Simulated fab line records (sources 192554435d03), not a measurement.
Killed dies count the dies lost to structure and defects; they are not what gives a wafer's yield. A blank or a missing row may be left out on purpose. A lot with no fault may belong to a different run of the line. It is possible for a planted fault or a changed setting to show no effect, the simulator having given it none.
fab line records || flow n5_finfet || part 2 of 2: steps 22 to 33 of 33
record {"lots": 5, "wafers": 15, "last_day": 19}
route steps=1938 shown SDB@365 DUMMY_REMOVAL@377 HKMG_FIN@385
lots with no fault: from the same line, run without faults
start_h: hours from the record's opening day to when the first of the lot's shown wafers began || wait_h: hours since the lot's step before || " unchanged from the row above || L1.1+2: a row that stands for several wafers || - either no value or no given start || * or withheld: withheld || < > ~ a bound
route shown NAME@n: a module of which the file shows steps, and the number in the route of the first || usual: mean and standard deviation over wafers with no fault || same: alike in all rows || chamber/n: place in a boat || sites: each site's reading || _std_site: the standard deviation of these || _edge_site: inner sites' mean taken away from outer sites' mean || radius_mm: for every site, how far away it sits from the centre of the wafer || mask NAME#n: copy n || behind: the most recent tool/chamber to have shaped the wafer || hold: the reason the lot was held/the length of the hold in hours/how it ended || device: the transistor (n, p or np) that didn't switch || end of line: tests of these same wafers at the route's end || a step with no rows: only its recipe || killed: not the wafer's yield, but the dies lost to structure and defects at the first sort || map: a wafer's dies, x killed, . not, _ none there
set.NAME: the setting as run; set.NAME@STEP: as run at that earlier step || model.NAME: the simulator's own value behind a step, which no gauge read
certain route steps with their lots: each step a table, each wafer a row
services: a tool's chamber out of use, with start hour (start_h, from the record's first day; less than 0 if before it), hours out, and reason
## steps
# step N5_HKMG_FIN_HK_ALD_01
# recipe {"material": "HfO2", "target_thk_a": 16, "temp_c": "withheld", "ald_precursor_family": "HfCl4", "ald_co_reactant": "H2O", "pulse_time_s": 3, "purge_time_s": 3, "co_reactant_purge_time_s": 2.5, "co_reactant_pulse_time_s": 0.3, "ald_cycles": 30}
# usual {"precursor_pulse_height_rel": "1.002/0.018"}
{"lot.wafer": "L081.1", "tool": "ald_hk-01", "chamber": 2, "start_h": 114.07, "wait_h": 0.0, "precursor_pulse_height_rel": 1.011}
{"lot.wafer": "L081.3", "tool": "ald_hk-01", "chamber": 3, "start_h": 114.07, "wait_h": 0.0, "precursor_pulse_height_rel": 1.035}
{"lot.wafer": "L081.6", "tool": "ald_hk-01", "chamber": 0, "start_h": 114.07, "wait_h": 0.0, "precursor_pulse_height_rel": 1.011}
{"lot.wafer": "L086.1", "tool": "ald_hk-02", "chamber": 1, "start_h": 173.83, "wait_h": 0.0, "precursor_pulse_height_rel": 0.979}
{"lot.wafer": "L086.2", "tool": "ald_hk-02", "chamber": 0, "start_h": 173.83, "wait_h": 0.0, "precursor_pulse_height_rel": 0.996}
{"lot.wafer": "L086.5", "tool": "ald_hk-02", "chamber": 0, "start_h": 173.83, "wait_h": 0.0, "precursor_pulse_height_rel": 1.040}
{"lot.wafer": "L090.1", "tool": "ald_hk-03", "chamber": 2, "start_h": 176.90, "wait_h": 0.1, "precursor_pulse_height_rel": 1.006}
{"lot.wafer": "L090.2", "tool": "ald_hk-03", "chamber": 3, "start_h": 176.90, "wait_h": 0.1, "precursor_pulse_height_rel": 0.997}
{"lot.wafer": "L090.5", "tool": "ald_hk-03", "chamber": 0, "start_h": 176.90, "wait_h": 0.1, "precursor_pulse_height_rel": 1.035}
{"lot.wafer": "L093.2", "tool": "ald_hk-03", "chamber": 3, "start_h": 203.82, "wait_h": 0.0, "precursor_pulse_height_rel": 1.026}
{"lot.wafer": "L093.3", "tool": "ald_hk-03", "chamber": 2, "start_h": 203.82, "wait_h": 0.0, "precursor_pulse_height_rel": 1.017}
{"lot.wafer": "L093.4", "tool": "ald_hk-03", "chamber": 0, "start_h": 203.82, "wait_h": 0.0, "precursor_pulse_height_rel": 1.008}
{"lot.wafer": "L097.4", "tool": "ald_hk-02", "chamber": 0, "start_h": 221.32, "wait_h": 0.0, "precursor_pulse_height_rel": 1.023}
{"lot.wafer": "L097.5", "tool": "ald_hk-02", "chamber": 2, "start_h": 221.32, "wait_h": 0.0, "precursor_pulse_height_rel": 0.987}
{"lot.wafer": "L097.6", "tool": "ald_hk-02", "chamber": 1, "start_h": 221.32, "wait_h": 0.0, "precursor_pulse_height_rel": 0.982}
# step N5_HKMG_FIN_HK_ANNEAL_02
# recipe {"temp_c": 700, "time_s": 30, "ambient": "N2", "idle_temp_c": 600, "ramp_up_c_per_s": 150, "ramp_down_c_per_s": 60, "cool_to_c": 600}
# usual {"lamp_power_pct": "8.80/0.048", "lamp_zone_5_pct": "8.797/0.011", "wafer_temp_C_max": "702.8/0.65"}
{"lot.wafer": "L081.1", "tool": "rtp_anneal-01", "chamber": 0, "start_h": 114.33, "wait_h": 0.2, "lamp_power_pct": 8.79, "lamp_zone_5_pct": 8.790, "wafer_temp_C_max": 703.1}
{"lot.wafer": "L081.3", "tool": "rtp_anneal-01", "chamber": 0, "start_h": 114.33, "wait_h": 0.2, "lamp_power_pct": 8.71, "lamp_zone_5_pct": 8.804, "wafer_temp_C_max": 702.1}
{"lot.wafer": "L081.6", "tool": "rtp_anneal-01", "chamber": 0, "start_h": 114.33, "wait_h": 0.2, "lamp_power_pct": 8.88, "lamp_zone_5_pct": 8.808, "wafer_temp_C_max": 703.7}
{"lot.wafer": "L086.1", "tool": "rtp_anneal-01", "chamber": 0, "start_h": 174.02, "wait_h": 0.1, "lamp_power_pct": 8.76, "lamp_zone_5_pct": 8.790, "wafer_temp_C_max": 702.9}
{"lot.wafer": "L086.2", "tool": "rtp_anneal-01", "chamber": 0, "start_h": 174.02, "wait_h": 0.1, "lamp_power_pct": 8.75, "lamp_zone_5_pct": 8.810, "wafer_temp_C_max": 702.3}
{"lot.wafer": "L086.5", "tool": "rtp_anneal-01", "chamber": 0, "start_h": 174.02, "wait_h": 0.1, "lamp_power_pct": 8.74, "lamp_zone_5_pct": 8.781, "wafer_temp_C_max": 702.7}
{"lot.wafer": "L090.1", "tool": "rtp_anneal-01", "chamber": 0, "start_h": 177.24, "wait_h": 0.2, "lamp_power_pct": 8.88, "lamp_zone_5_pct": 8.815, "wafer_temp_C_max": 703.9}
{"lot.wafer": "L090.2", "tool": "rtp_anneal-01", "chamber": 0, "start_h": 177.24, "wait_h": 0.2, "lamp_power_pct": 8.80, "lamp_zone_5_pct": 8.804, "wafer_temp_C_max": 702.9}
{"lot.wafer": "L090.5", "tool": "rtp_anneal-01", "chamber": 0, "start_h": 177.24, "wait_h": 0.2, "lamp_power_pct": 8.80, "lamp_zone_5_pct": 8.807, "wafer_temp_C_max": 702.9}
{"lot.wafer": "L093.2", "tool": "rtp_anneal-02", "chamber": 0, "start_h": 204.09, "wait_h": 0.2, "lamp_power_pct": 8.80, "lamp_zone_5_pct": 8.797, "wafer_temp_C_max": 702.5}
{"lot.wafer": "L093.3", "tool": "rtp_anneal-02", "chamber": 0, "start_h": 204.09, "wait_h": 0.2, "lamp_power_pct": 8.76, "lamp_zone_5_pct": 8.807, "wafer_temp_C_max": 702.7}
{"lot.wafer": "L093.4", "tool": "rtp_anneal-02", "chamber": 0, "start_h": 204.09, "wait_h": 0.2, "lamp_power_pct": 8.83, "lamp_zone_5_pct": 8.792, "wafer_temp_C_max": 702.9}
{"lot.wafer": "L097.4", "tool": "rtp_anneal-02", "chamber": 0, "start_h": 221.59, "wait_h": 0.2, "lamp_power_pct": 8.71, "lamp_zone_5_pct": 8.795, "wafer_temp_C_max": 703.7}
{"lot.wafer": "L097.5", "tool": "rtp_anneal-02", "chamber": 0, "start_h": 221.59, "wait_h": 0.2, "lamp_power_pct": 8.86, "lamp_zone_5_pct": 8.790, "wafer_temp_C_max": 702.4}
{"lot.wafer": "L097.6", "tool": "rtp_anneal-02", "chamber": 0, "start_h": 221.59, "wait_h": 0.2, "lamp_power_pct": 8.79, "lamp_zone_5_pct": 8.792, "wafer_temp_C_max": 702.8}
# step N5_HKMG_FIN_ALD_74
# recipe {"material": "La2O3", "target_thk_a": 5, "temp_c": 250, "ald_precursor_family": "La-Cp", "ald_co_reactant": "O3", "pulse_time_s": 6, "co_reactant_pulse_time_s": 1, "purge_time_s": 3, "co_reactant_purge_time_s": 3}
# usual {"heater_power_w": "362/42", "precursor_pulse_height_rel": "0.997/0.022"}
{"lot.wafer": "L081.1", "tool": "ald_hk-02", "chamber": 2, "start_h": 114.54, "wait_h": 0.2, "heater_power_w": 467, "precursor_pulse_height_rel": 0.988}
{"lot.wafer": "L081.3", "tool": "ald_hk-02", "chamber": 3, "start_h": 114.54, "wait_h": 0.2, "heater_power_w": 388, "precursor_pulse_height_rel": 0.999}
{"lot.wafer": "L081.6", "tool": "ald_hk-02", "chamber": 3, "start_h": 114.54, "wait_h": 0.2, "heater_power_w": 379, "precursor_pulse_height_rel": 1.002}
{"lot.wafer": "L086.1", "tool": "ald_hk-03", "chamber": 2, "start_h": 174.23, "wait_h": 0.2, "heater_power_w": 356, "precursor_pulse_height_rel": 0.991}
{"lot.wafer": "L086.2", "tool": "ald_hk-03", "chamber": 0, "start_h": 174.23, "wait_h": 0.2, "heater_power_w": 346, "precursor_pulse_height_rel": 1.002}
{"lot.wafer": "L086.5", "tool": "ald_hk-03", "chamber": 1, "start_h": 174.23, "wait_h": 0.2, "heater_power_w": 332, "precursor_pulse_height_rel": 0.994}
{"lot.wafer": "L090.1", "tool": "ald_hk-01", "chamber": 0, "start_h": 177.45, "wait_h": 0.2, "heater_power_w": 326, "precursor_pulse_height_rel": 0.996}
{"lot.wafer": "L090.2", "tool": "ald_hk-01", "chamber": 2, "start_h": 177.45, "wait_h": 0.2, "heater_power_w": 340, "precursor_pulse_height_rel": 0.963}
{"lot.wafer": "L090.5", "tool": "ald_hk-01", "chamber": 2, "start_h": 177.45, "wait_h": 0.2, "heater_power_w": 348, "precursor_pulse_height_rel": 0.975}
{"lot.wafer": "L093.2", "tool": "ald_hk-01", "chamber": 0, "start_h": 204.27, "wait_h": 0.2, "heater_power_w": 321, "precursor_pulse_height_rel": 0.989}
{"lot.wafer": "L093.3", "tool": "ald_hk-01", "chamber": 1, "start_h": 204.27, "wait_h": 0.2, "heater_power_w": 290, "precursor_pulse_height_rel": 0.980}
{"lot.wafer": "L093.4", "tool": "ald_hk-01", "chamber": 3, "start_h": 204.27, "wait_h": 0.2, "heater_power_w": 331, "precursor_pulse_height_rel": 0.983}
{"lot.wafer": "L097.4", "tool": "ald_hk-03", "chamber": 3, "start_h": 221.72, "wait_h": 0.1, "heater_power_w": 391, "precursor_pulse_height_rel": 1.001}
{"lot.wafer": "L097.5", "tool": "ald_hk-03", "chamber": 3, "start_h": 221.72, "wait_h": 0.1, "heater_power_w": 401, "precursor_pulse_height_rel": 0.974}
{"lot.wafer": "L097.6", "tool": "ald_hk-03", "chamber": 0, "start_h": 221.72, "wait_h": 0.1, "heater_power_w": 360, "precursor_pulse_height_rel": 1.003}
# step N5_HKMG_FIN_ALD_75
# recipe {"material": "Al2O3", "target_thk_a": 10, "temp_c": 150, "ald_precursor_family": "TMA", "ald_co_reactant": "H2O", "pulse_time_s": "withheld", "co_reactant_pulse_time_s": 1}
# usual {"heater_power_w": "156/18", "precursor_pulse_height_rel": "0.998/0.021"}
{"lot.wafer": "L081.1", "tool": "ald_hk-02", "chamber": 2, "start_h": 114.62, "wait_h": 0.0, "heater_power_w": 195, "precursor_pulse_height_rel": 1.022}
{"lot.wafer": "L081.3", "tool": "ald_hk-02", "chamber": 3, "start_h": 114.62, "wait_h": 0.0, "heater_power_w": 161, "precursor_pulse_height_rel": 1.032}
{"lot.wafer": "L081.6", "tool": "ald_hk-02", "chamber": 3, "start_h": 114.62, "wait_h": 0.0, "heater_power_w": 161, "precursor_pulse_height_rel": 1.003}
{"lot.wafer": "L086.1", "tool": "ald_hk-03", "chamber": 2, "start_h": 174.38, "wait_h": 0.1, "heater_power_w": 152, "precursor_pulse_height_rel": 0.981}
{"lot.wafer": "L086.2", "tool": "ald_hk-03", "chamber": 0, "start_h": 174.38, "wait_h": 0.1, "heater_power_w": 150, "precursor_pulse_height_rel": 1.009}
{"lot.wafer": "L086.5", "tool": "ald_hk-03", "chamber": 1, "start_h": 174.38, "wait_h": 0.1, "heater_power_w": 144, "precursor_pulse_height_rel": 0.990}
{"lot.wafer": "L090.1", "tool": "ald_hk-01", "chamber": 0, "start_h": 177.53, "wait_h": 0.0, "heater_power_w": 138, "precursor_pulse_height_rel": 0.991}
{"lot.wafer": "L090.2", "tool": "ald_hk-01", "chamber": 2, "start_h": 177.53, "wait_h": 0.0, "heater_power_w": 146, "precursor_pulse_height_rel": 1.013}
{"lot.wafer": "L090.5", "tool": "ald_hk-01", "chamber": 2, "start_h": 177.53, "wait_h": 0.0, "heater_power_w": 146, "precursor_pulse_height_rel": 0.990}
{"lot.wafer": "L093.2", "tool": "ald_hk-01", "chamber": 0, "start_h": 204.35, "wait_h": 0.0, "heater_power_w": 139, "precursor_pulse_height_rel": 1.012}
{"lot.wafer": "L093.3", "tool": "ald_hk-01", "chamber": 1, "start_h": 204.35, "wait_h": 0.0, "heater_power_w": 126, "precursor_pulse_height_rel": 1.020}
{"lot.wafer": "L093.4", "tool": "ald_hk-01", "chamber": 3, "start_h": 204.35, "wait_h": 0.0, "heater_power_w": 145, "precursor_pulse_height_rel": 0.964}
{"lot.wafer": "L097.4", "tool": "ald_hk-03", "chamber": 3, "start_h": 221.79, "wait_h": 0.0, "heater_power_w": 170, "precursor_pulse_height_rel": 0.988}
{"lot.wafer": "L097.5", "tool": "ald_hk-03", "chamber": 3, "start_h": 221.79, "wait_h": 0.0, "heater_power_w": 170, "precursor_pulse_height_rel": 0.993}
{"lot.wafer": "L097.6", "tool": "ald_hk-03", "chamber": 0, "start_h": 221.79, "wait_h": 0.0, "heater_power_w": 152, "precursor_pulse_height_rel": 0.990}
# step N5_HKMG_FIN_COAT_41
# recipe {"resist": "SOC", "temp_c": 250, "time_s": 60, "spin_rpm": 1500, "resist_thk_nm": 300}
{"lot.wafer": "L081.1+3+6", "tool": "litho_track-03", "chamber": 0, "start_h": 114.72, "wait_h": "-"}
{"lot.wafer": "L086.1+2+5", "tool": "litho_track-05", "chamber": 0, "start_h": 174.55, "wait_h": "-"}
{"lot.wafer": "L090.1+2+5", "tool": "litho_track-04", "chamber": 0, "start_h": 177.63, "wait_h": "-"}
{"lot.wafer": "L093.2+3+4", "tool": "litho_track-05", "chamber": 0, "start_h": 204.45, "wait_h": "-"}
{"lot.wafer": "L097.4+5+6", "tool": "litho_track-04", "chamber": 0, "start_h": 221.89, "wait_h": "-"}
# step N5_HKMG_FIN_COAT_42
# recipe {"resist": "SiARC", "temp_c": 220, "time_s": 60, "spin_rpm": 1500, "resist_thk_nm": 35}
{"lot.wafer": "L081.1+3+6", "tool": "litho_track-03", "chamber": 0, "start_h": "-", "wait_h": "-"}
{"lot.wafer": "L086.1+2+5", "tool": "litho_track-05", "chamber": 0, "start_h": "-", "wait_h": "-"}
{"lot.wafer": "L090.1+2+5", "tool": "litho_track-04", "chamber": 0, "start_h": "-", "wait_h": "-"}
{"lot.wafer": "L093.2+3+4", "tool": "litho_track-05", "chamber": 0, "start_h": "-", "wait_h": "-"}
{"lot.wafer": "L097.4+5+6", "tool": "litho_track-04", "chamber": 0, "start_h": "-", "wait_h": "-"}
# step N5_HKMG_FIN_COAT_43
# recipe {"resist": "CAR-ArF", "spin_rpm": 1500, "resist_thk_nm": 90}
{"lot.wafer": "L081.1+3+6", "tool": "litho_track-03", "chamber": 0, "start_h": "-", "wait_h": "-"}
{"lot.wafer": "L086.1+2+5", "tool": "litho_track-05", "chamber": 0, "start_h": "-", "wait_h": "-"}
{"lot.wafer": "L090.1+2+5", "tool": "litho_track-04", "chamber": 0, "start_h": "-", "wait_h": "-"}
{"lot.wafer": "L093.2+3+4", "tool": "litho_track-05", "chamber": 0, "start_h": "-", "wait_h": "-"}
{"lot.wafer": "L097.4+5+6", "tool": "litho_track-04", "chamber": 0, "start_h": "-", "wait_h": "-"}
# step N5_HKMG_FIN_EBR_45
# recipe {"solvent": "PGMEA", "ebr_width_mm": 1.5}
{"lot.wafer": "L081.1+3+6", "tool": "litho_track-03", "chamber": 0, "start_h": "-", "wait_h": "-"}
{"lot.wafer": "L086.1+2+5", "tool": "litho_track-05", "chamber": 0, "start_h": "-", "wait_h": "-"}
{"lot.wafer": "L090.1+2+5", "tool": "litho_track-04", "chamber": 0, "start_h": "-", "wait_h": "-"}
{"lot.wafer": "L093.2+3+4", "tool": "litho_track-05", "chamber": 0, "start_h": "-", "wait_h": "-"}
{"lot.wafer": "L097.4+5+6", "tool": "litho_track-04", "chamber": 0, "start_h": "-", "wait_h": "-"}
# step N5_HKMG_FIN_SOFTBAKE_44
# recipe {"temp_c": 110, "time_s": 60, "resist": "CAR-ArF"}
{"lot.wafer": "L081.1+3+6", "tool": "litho_track-03", "chamber": 0, "start_h": "-", "wait_h": "-"}
{"lot.wafer": "L086.1+2+5", "tool": "litho_track-05", "chamber": 0, "start_h": "-", "wait_h": "-"}
{"lot.wafer": "L090.1+2+5", "tool": "litho_track-04", "chamber": 0, "start_h": "-", "wait_h": "-"}
{"lot.wafer": "L093.2+3+4", "tool": "litho_track-05", "chamber": 0, "start_h": "-", "wait_h": "-"}
{"lot.wafer": "L097.4+5+6", "tool": "litho_track-04", "chamber": 0, "start_h": "-", "wait_h": "-"}
# step N5_HKMG_FIN_EXPOSE_46
# recipe {"mask_id": "NDIPOLE", "na": 1.35, "source_shape": "conventional", "sigma_outer": 0.8, "polarization": "unpolarized", "dose_mj": 40}
# usual {"exposure_dose_mJ_cm2": "39.97/0.047"}
{"lot.wafer": "L081.1", "tool": "arfi_scanner-01", "chamber": 0, "start_h": 114.96, "wait_h": "-", "mask": "NDIPOLE#0", "exposure_dose_mJ_cm2": 39.96}
{"lot.wafer": "L081.3", "tool": "arfi_scanner-01", "chamber": 0, "start_h": 114.96, "wait_h": "-", "mask": "NDIPOLE#0", "exposure_dose_mJ_cm2": 39.96}
{"lot.wafer": "L081.6", "tool": "arfi_scanner-01", "chamber": 0, "start_h": 114.96, "wait_h": "-", "mask": "NDIPOLE#0", "exposure_dose_mJ_cm2": 39.95}
{"lot.wafer": "L086.1", "tool": "arfi_scanner-02", "chamber": 0, "start_h": 174.67, "wait_h": "-", "mask": "NDIPOLE#0", "exposure_dose_mJ_cm2": 39.99}
{"lot.wafer": "L086.2", "tool": "arfi_scanner-02", "chamber": 0, "start_h": 174.67, "wait_h": "-", "mask": "NDIPOLE#0", "exposure_dose_mJ_cm2": 39.98}
{"lot.wafer": "L086.5", "tool": "arfi_scanner-02", "chamber": 0, "start_h": 174.67, "wait_h": "-", "mask": "NDIPOLE#0", "exposure_dose_mJ_cm2": 40.01}
{"lot.wafer": "L090.1", "tool": "arfi_scanner-02", "chamber": 0, "start_h": 177.75, "wait_h": "-", "mask": "NDIPOLE#0", "exposure_dose_mJ_cm2": 39.95}
{"lot.wafer": "L090.2", "tool": "arfi_scanner-02", "chamber": 0, "start_h": 177.75, "wait_h": "-", "mask": "NDIPOLE#0", "exposure_dose_mJ_cm2": 39.93}
{"lot.wafer": "L090.5", "tool": "arfi_scanner-02", "chamber": 0, "start_h": 177.75, "wait_h": "-", "mask": "NDIPOLE#0", "exposure_dose_mJ_cm2": 39.95}
{"lot.wafer": "L093.2", "tool": "arfi_scanner-01", "chamber": 0, "start_h": 204.70, "wait_h": "-", "mask": "NDIPOLE#0", "exposure_dose_mJ_cm2": 39.95}
{"lot.wafer": "L093.3", "tool": "arfi_scanner-01", "chamber": 0, "start_h": 204.70, "wait_h": "-", "mask": "NDIPOLE#0", "exposure_dose_mJ_cm2": 39.99}
{"lot.wafer": "L093.4", "tool": "arfi_scanner-01", "chamber": 0, "start_h": 204.70, "wait_h": "-", "mask": "NDIPOLE#0", "exposure_dose_mJ_cm2": 39.99}
{"lot.wafer": "L097.4", "tool": "arfi_scanner-03", "chamber": 0, "start_h": 222.03, "wait_h": "-", "mask": "NDIPOLE#0", "exposure_dose_mJ_cm2": 39.99}
{"lot.wafer": "L097.5", "tool": "arfi_scanner-03", "chamber": 0, "start_h": 222.03, "wait_h": "-", "mask": "NDIPOLE#0", "exposure_dose_mJ_cm2": 39.98}
{"lot.wafer": "L097.6", "tool": "arfi_scanner-03", "chamber": 0, "start_h": 222.03, "wait_h": "-", "mask": "NDIPOLE#0", "exposure_dose_mJ_cm2": 39.99}
# step N5_HKMG_FIN_PEB_47
# recipe {"peb_temp_c": "withheld", "peb_time_s": 60, "resist": "CAR-ArF"}
# same {"peb_time_s": 60}
{"lot.wafer": "L081.1+3+6", "tool": "litho_track-03", "chamber": 0, "start_h": 115.02, "wait_h": 0.1}
{"lot.wafer": "L086.1+2+5", "tool": "litho_track-05", "chamber": 0, "start_h": 174.73, "wait_h": 0.1}
{"lot.wafer": "L090.1+2+5", "tool": "litho_track-04", "chamber": 0, "start_h": 177.81, "wait_h": 0.1}
{"lot.wafer": "L093.2+3+4", "tool": "litho_track-05", "chamber": 0, "start_h": 204.75, "wait_h": 0.0}
{"lot.wafer": "L097.4+5+6", "tool": "litho_track-03", "chamber": 0, "start_h": 222.07, "wait_h": 0.0}
# step N5_HKMG_FIN_DEVELOP_48
# recipe {"develop_time_s": 30, "developer": "TMAH", "resist": "CAR-ArF", "rinse_liquid": "diw", "dry": "air_spin", "dev_temp_c": 23}
{"lot.wafer": "L081.1+3+6", "tool": "litho_track-03", "chamber": 0, "start_h": "-", "wait_h": "-"}
{"lot.wafer": "L086.1+2+5", "tool": "litho_track-05", "chamber": 0, "start_h": "-", "wait_h": "-"}
{"lot.wafer": "L090.1+2+5", "tool": "litho_track-04", "chamber": 0, "start_h": "-", "wait_h": "-"}
{"lot.wafer": "L093.2+3+4", "tool": "litho_track-05", "chamber": 0, "start_h": "-", "wait_h": "-"}
{"lot.wafer": "L097.4+5+6", "tool": "litho_track-03", "chamber": 0, "start_h": "-", "wait_h": "-"}
## services
{"tool": "wet_bench-05", "chamber": "-", "start_h": 87.01, "hours": 1.6, "kind": "repair"}
{"tool": "arfi_scanner-01", "chamber": "-", "start_h": 94.19, "hours": 0.8, "kind": "pm"}
{"tool": "arfi_scanner-01", "chamber": "-", "start_h": 100.70, "hours": 1.3, "kind": "pm"}
{"tool": "arfi_scanner-02", "chamber": "-", "start_h": 102.00, "hours": 1.4, "kind": "repair"}
{"tool": "arfi_scanner-02", "chamber": "-", "start_h": 106.64, "hours": 6.0, "kind": "pm"}
{"tool": "rie_diel-04", "chamber": 1, "start_h": 106.99, "hours": 5.1, "kind": "repair"}
{"tool": "ald_sin-03", "chamber": 0, "start_h": 108.21, "hours": 10.9, "kind": "repair"}
{"tool": "arfi_scanner-02", "chamber": "-", "start_h": 116.01, "hours": 1.8, "kind": "repair"}
{"tool": "cmp-01", "chamber": "-", "start_h": 117.11, "hours": 0.3, "kind": "repair"}
{"tool": "cmp-04", "chamber": "-", "start_h": 121.77, "hours": 4.0, "kind": "pm"}
{"tool": "arfi_scanner-01", "chamber": "-", "start_h": 124.20, "hours": 1.0, "kind": "pm"}
{"tool": "arfi_scanner-02", "chamber": "-", "start_h": 125.49, "hours": 0.8, "kind": "pm"}
{"tool": "ald_hk-02", "chamber": "-", "start_h": 127.87, "hours": 8.7, "kind": "pm"}
{"tool": "wet_bench-04", "chamber": "-", "start_h": 133.41, "hours": 0.7, "kind": "repair"}
{"tool": "cmp-01", "chamber": "-", "start_h": 133.97, "hours": 1.9, "kind": "repair"}
{"tool": "arfi_scanner-02", "chamber": "-", "start_h": 144.62, "hours": 1.0, "kind": "pm"}
{"tool": "cmp-04", "chamber": "-", "start_h": 152.37, "hours": 1.0, "kind": "repair"}
{"tool": "ald_sin-03", "chamber": 3, "start_h": 157.48, "hours": 4.7, "kind": "repair"}
{"tool": "arfi_scanner-01", "chamber": "-", "start_h": 158.49, "hours": 0.9, "kind": "repair"}
{"tool": "rie_diel-04", "chamber": 2, "start_h": 158.73, "hours": 9.8, "kind": "repair"}
{"tool": "rie_diel-03", "chamber": 2, "start_h": 170.50, "hours": 10.6, "kind": "repair"}
{"tool": "cmp-01", "chamber": "-", "start_h": 170.58, "hours": 1.5, "kind": "repair"}
{"tool": "rie_diel-01", "chamber": 3, "start_h": 216.72, "hours": 5.4, "kind": "repair"}
{"tool": "ald_hk-01", "chamber": "-", "start_h": 221.08, "hours": 0.4, "kind": "repair"}
